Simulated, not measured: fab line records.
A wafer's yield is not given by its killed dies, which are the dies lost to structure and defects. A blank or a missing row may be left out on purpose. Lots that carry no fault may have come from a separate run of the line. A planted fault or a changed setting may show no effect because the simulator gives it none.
Matching of chambers	flow n5Finfet	4 sister chambers for N5_MOL_CONTACT_COAG_ETCH_65 on rieDiel-05
The step etches underlayer in N2/H2, target depth 13 nm, time 10.4 s. 4 wafers are shown with their chamber, then 12 later ones without.

## WAFERS, EACH WITH ITS CHAMBER
wafer	chamber	drypumpMotorCurrentA (A)
L086.1	0	6.0
L086.2	3	5.8
L086.5	1	5.3
L086.6	2	5.3

## WAFERS WITHOUT THEIR CHAMBER
wafer	drypumpMotorCurrentA (A)
L093.1	5.3
L093.3	5.3
L093.4	6.0
L096.4	5.3
L096.5	5.3
L096.6	5.8
L097.1	6.0
L097.2	5.3
L097.3	5.8
L097.4	5.3
L097.5	5.9
L097.6	5.3

## CHAMBER TAKEN BY EACH
wafer	from the rows above	in truth
L093.1	can't be placed: 1 or 2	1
L093.3	can't be placed: 1 or 2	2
L093.4	0	0
L096.4	can't be placed: 1 or 2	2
L096.5	can't be placed: 1 or 2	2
L096.6	3	3
L097.1	0	0
L097.2	can't be placed: 1 or 2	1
L097.3	3	3
L097.4	can't be placed: 1 or 2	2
L097.5	can't be placed: 0 or 3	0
L097.6	can't be placed: 1 or 2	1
Correctly placed: 4 of 12. These rows do not allow placing 8 (true chamber among the candidates in 8). Placed wrongly: 0.
How it was worked out, from the rows above alone: a wafer's distance from a chamber is the root of the sum, over the readings, of the square of ((its reading less the chamber's mean) divided by the reading's scatter). If the next closest chamber is less than 2 further off than the closest, the wafer can't be placed; otherwise it belongs to the closest. Each chamber's mean is taken over the wafers shown for it. The scatter: with one shown wafer a chamber, the root of the mean of the squares of how far each hidden wafer lies from its nearest shown one.
